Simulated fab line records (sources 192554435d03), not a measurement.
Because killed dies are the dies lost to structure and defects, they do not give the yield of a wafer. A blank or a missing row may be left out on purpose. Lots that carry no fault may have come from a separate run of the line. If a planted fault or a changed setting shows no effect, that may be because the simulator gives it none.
Lot-split experiment -- flow n5Finfet -- route with 1938 steps; 7 lots, 21 wafers read

THE SPLIT
At N5_BEOL_M9_PECVD_70 (deposits SiO2 from TEOS/O2, target thk 20 nm, time 22.7 s), the setting timeS was moved away from the recipe's 22.7 s on 6 of the 21 wafers read, by -13.2% to +10.2%. The other wafers ran this setting at the recipe's value.

FROM THE SPLIT TO THE READING: what the file shows between them, 11 steps
- N5_BEOL_M9_COAT_59: time 60 s, resist thk 100 nm (also split here: spinRpm)
- N5_BEOL_M9_COAT_60: time 60 s, resist thk 30 nm
- N5_BEOL_M9_COAT_05: resist thk 90 nm
- N5_BEOL_M9_DESCUM_16: chemistry O2, time 7.9 s
- N5_BEOL_M9_ETCH_61: etches SiARC in CF4, target depth 39 nm, time 65 s
- N5_BEOL_M9_ETCH_62: etches SOC in N2/H2, target depth 110 nm, overetch 22 nm, time 165 s
- N5_BEOL_M9_STRIP_68: strips in N2/H2
- N5_BEOL_M9_STRIP_67: strips in CF4
- N5_BEOL_M9_HM_OPEN_17: chemistry Cl2/BCl3, target TiN, target depth 20 nm, overetch 6 nm
- N5_BEOL_M9_STRIP_19: strips in O2
- N5_BEOL_M9_STRIP_80: strips in N2/H2, time 10 s

THE READING
SiO2_of_BEOL_M9_PECVD_70.thkNm (the simulator's own value, which no gauge read), in nm, at N5_BEOL_M9_HM_STRIP_39 (strips TiN in peroxide tin strip, target depth 25 nm, time 158 s). The file gives no usual value for it. Across the 15 wafers here that went through the recipe, the average is 19.9 nm and the standard deviation 0.27 nm.

wafer,"tool, chamber at the split","timeS as run, s",against the recipe,"SiO2_of_BEOL_M9_PECVD_70.thkNm, nm",against lot-mates on the recipe
L075.1,"pecvd-04, 1",22.7,recipe,19.8,-
L075.2,"pecvd-04, 0",22.7,recipe,19.8,-
L075.4,"pecvd-04, 0",22.7,recipe,20.2,-
L079.3,"pecvd-04, 1",22.7,recipe,19.6,-
L079.4,"pecvd-04, 0",25.02,+10.2%,22,+2.2
L079.5,"pecvd-04, 1",22.7,recipe,20,-
L086.2,"pecvd-01, 0",22.7,recipe,19.4,-
L086.4,"pecvd-01, 2",20.38,-10.2%,17.8,-1.8
L086.6,"pecvd-01, 0",22.7,recipe,19.8,-
L087.3,"pecvd-04, 0",19.71,-13.2%,17.4,-2.8
L087.5,"pecvd-04, 0",22.7,recipe,20.2,-
L087.6,"pecvd-04, 2",22.7,recipe,20.2,-
L091.2,"pecvd-04, 1,0",22.7,recipe,19.6,-
L091.3,"pecvd-04, 1,0",22.7,recipe,19.6,-
L091.4,"pecvd-04, 1",22.7,recipe,20.2,-
L096.3,"pecvd-03, 2",22.7,recipe,19.6,-
L096.4,"pecvd-03, 0",20.01,-11.9%,17.8,-1.8
L096.5,"pecvd-03, 2",20.01,-11.9%,17.4,-2.2
L095.1,"pecvd-01, 2",22.7,recipe,20,-
L095.4,"pecvd-01, 2",19.86,-12.5%,17.6,-2.5
L095.5,"pecvd-01, 1",22.7,recipe,20.2,-
Rows listing several chambers each stand for several wafers; the file does not say which wafer went through which chamber.

FIT RESULTS
A straight line over all 21 wafers: SiO2_of_BEOL_M9_PECVD_70.thkNm changes by +0.194 nm for each +1% of timeS; r = +0.98; the points scatter about the line by 0.26 nm.
The same after taking each lot's own level away (the mean of its wafers on the recipe; 21 wafers): +0.193 nm for each +1%; r = +0.98; scatter 0.22 nm.
The reading moves by 2.5 nm for the largest change in timeS, on that fit.
Across the lots, their own levels run from 19.60 to 20.20 nm, a range of 2.2 times the standard deviation given above.
Consequently the slope shifts little with the lot-to-lot level, the two slopes agreeing.
Check: with one of the wafers moved furthest among these (-13.2%) left out of the fit, the line predicts -2.43 nm for it against its lot-mates. It came out at -2.8 nm against them.

THE OTHER SPLITS THESE WAFERS WENT THROUGH
Note: prior to the reading, these wafers also went through further splits. Each is held against what the fit with the lots' levels taken away leaves over:
other split on the same wafers,wafers away from the commonest value,r with SiO2_of_BEOL_M9_PECVD_70.thkNm (lot level and that fit taken away)
N5_BEOL_M7_COAT_60 spinRpm,7,-0.21
N5_BEOL_M8_ILD_DEP_00 timeS,7,+0.14
N5_BEOL_M8_DESCUM_33 timeS,8,-0.28
N5_BEOL_M9_COAT_59 spinRpm,6,-0.09

THE WHOLE CHAIN: every reading that the file lists as answering this split, in the file's order
step,what it does,reading,change (the file's fit),r (the file's)
N5_BEOL_M9_PECVD_70,"deposits SiO2 from TEOS/O2, target thk 20 nm, time 22.7 s","SiO2_of_BEOL_M9_PECVD_70.thkNm (the simulator's own value, which no gauge read)",+0.191 nm for each +1% of the setting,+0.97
N5_BEOL_M9_HM_STRIP_39,"strips TiN in peroxide tin strip, target depth 25 nm, time 158 s","SiO2_of_BEOL_M9_PECVD_70.thkNm (the simulator's own value, which no gauge read)",+0.195 nm for each +1% of the setting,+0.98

THE FILE'S OWN FIT
SiO2_of_BEOL_M9_PECVD_70.thkNm changes by +0.195 nm for each +1% of timeS, r = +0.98.
